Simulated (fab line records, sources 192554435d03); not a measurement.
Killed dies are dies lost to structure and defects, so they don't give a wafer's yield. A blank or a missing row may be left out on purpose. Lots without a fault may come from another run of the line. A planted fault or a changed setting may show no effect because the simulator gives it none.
Chamber matching | flow n5_finfet | N5_BEOL_M14_ETCH_59 on rie_diel-03: 4 sister chambers
The step etches BARC in N2/H2, target depth 89 nm, overetch 26.7 nm, time 67.9 s. 8 wafers are shown with their chamber, then 7 later ones without.

WAFERS WITH THEIR CHAMBER
wafer  | chamber | showerhead_plenum_p_Torr (Torr) | oes_product_au (a.u.)
L779.4 | 0       | 2.73                            | 0.78
L786.3 | 1       | 2.59                            | 0.72
L786.4 | 0       | 2.72                            | 0.76
L790.2 | 2       | 2.41                            | 0.61
L790.3 | 3       | 2.60                            | 0.76
L790.6 | 3       | 2.60                            | 0.76
L789.1 | 1       | 2.58                            | 0.72
L789.3 | 2       | 2.41                            | 0.61

WAFERS WITHOUT THEIR CHAMBER
wafer  | showerhead_plenum_p_Torr (Torr) | oes_product_au (a.u.)
L789.6 | 2.72                            | 0.74
L795.1 | 2.41                            | 0.60
L795.2 | 2.71                            | 0.72
L795.5 | 2.41                            | 0.60
L797.2 | 2.60                            | 0.75
L797.4 | 2.41                            | 0.60
L797.5 | 2.71                            | 0.73

WHICH CHAMBER EACH WENT THROUGH
wafer  | from the rows above | in truth
L789.6 | 0                   | 0
L795.1 | 2                   | 2
L795.2 | 0                   | 0
L795.5 | 2                   | 2
L797.2 | 3                   | 3
L797.4 | 2                   | 2
L797.5 | 0                   | 0
Placed correctly: 7 of 7. Can't be placed from these rows: 0. Placed wrongly: 0.
How it was worked out, from the rows above alone: a wafer's distance from a chamber is the root of the sum, over the readings, of the square of ((its reading less the chamber's mean) divided by the reading's scatter). The wafer belongs to the nearest chamber; if the next one is less than 2 further off, it can't be placed. A chamber's mean is the mean of its shown wafers. The scatter: the root of (the sum of the squares of (reading less its chamber's mean) over the shown wafers, divided by (wafers less chambers)).
